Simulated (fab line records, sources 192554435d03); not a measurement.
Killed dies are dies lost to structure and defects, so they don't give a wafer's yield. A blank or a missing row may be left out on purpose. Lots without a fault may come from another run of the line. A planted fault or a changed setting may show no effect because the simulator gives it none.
Chamber matching | flow n5_finfet | N5_BEOL_M7_CURE_74 on uv_cure-03: 3 sister chambers
The step cures SiCOH lowk, time 240 s. 16 wafers are shown with their chamber, then 8 later ones without.

WAFERS WITH THEIR CHAMBER
wafer  | chamber | wafer_temp_C_max | lamp_power_pct (%)
L074.1 | 1       | 388.7            | 52.43
L074.2 | 1       | 388.7            | 52.24
L074.4 | 1       | 389.0            | 52.31
L074.3 | 1       | 388.7            | 52.35
L074.5 | 1       | 388.1            | 52.37
L074.6 | 1       | 388.3            | 52.29
L077.4 | 2       | 387.8            | 52.34
L077.5 | 2       | 388.3            | 52.34
L077.6 | 2       | 387.8            | 52.32
L083.1 | 0       | 387.1            | 52.38
L083.2 | 0       | 386.9            | 52.32
L083.4 | 0       | 387.5            | 52.35
L086.2 | 2       | 387.2            | 52.39
L086.4 | 2       | 387.5            | 52.29
L086.6 | 2       | 388.0            | 52.32
L089.3 | 2       | 388.6            | 52.27

SIGNATURES (means of the wafers above)
reading          | chamber 0 | chamber 1 | chamber 2 | scatter within a chamber
wafer_temp_C_max | 387.167   | 388.583   | 387.886   | 0.396
lamp_power_pct   | 52.3500   | 52.3317   | 52.3243   | 0.0503
Rule: a wafer's distance from a chamber is the root of the sum, over the readings, of the square of ((its reading less the chamber's mean) divided by the reading's scatter). The wafer belongs to the nearest chamber; if the next one is less than 2 further off, it can't be placed. The scatter: the root of (the sum of the squares of (reading less its chamber's mean) over the shown wafers, divided by (wafers less chambers)).

WAFERS WITHOUT THEIR CHAMBER
wafer  | wafer_temp_C_max | lamp_power_pct (%)
L089.4 | 388.1            | 52.25
L089.6 | 387.8            | 52.31
L096.4 | 387.7            | 52.20
L096.5 | 387.1            | 52.28
L096.6 | 387.8            | 52.25
L097.1 | 387.9            | 52.22
L097.4 | 387.7            | 52.24
L097.5 | 389.1            | 52.37

WHICH CHAMBER EACH WENT THROUGH
wafer  | from the rows above          | in truth
L089.4 | can't be placed: 2 or 1 or 0 | 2
L089.6 | can't be placed: 2 or 0 or 1 | 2
L096.4 | can't be placed: 2 or 0 or 1 | 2
L096.5 | can't be placed: 0 or 2      | 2
L096.6 | can't be placed: 2 or 0 or 1 | 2
L097.1 | can't be placed: 2 or 1 or 0 | 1
L097.4 | can't be placed: 2 or 0 or 1 | 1
L097.5 | can't be placed: 1 or 2      | 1
Placed correctly: 0 of 8. Can't be placed from these rows: 8 (the true chamber is among the candidates in 8). Placed wrongly: 0.
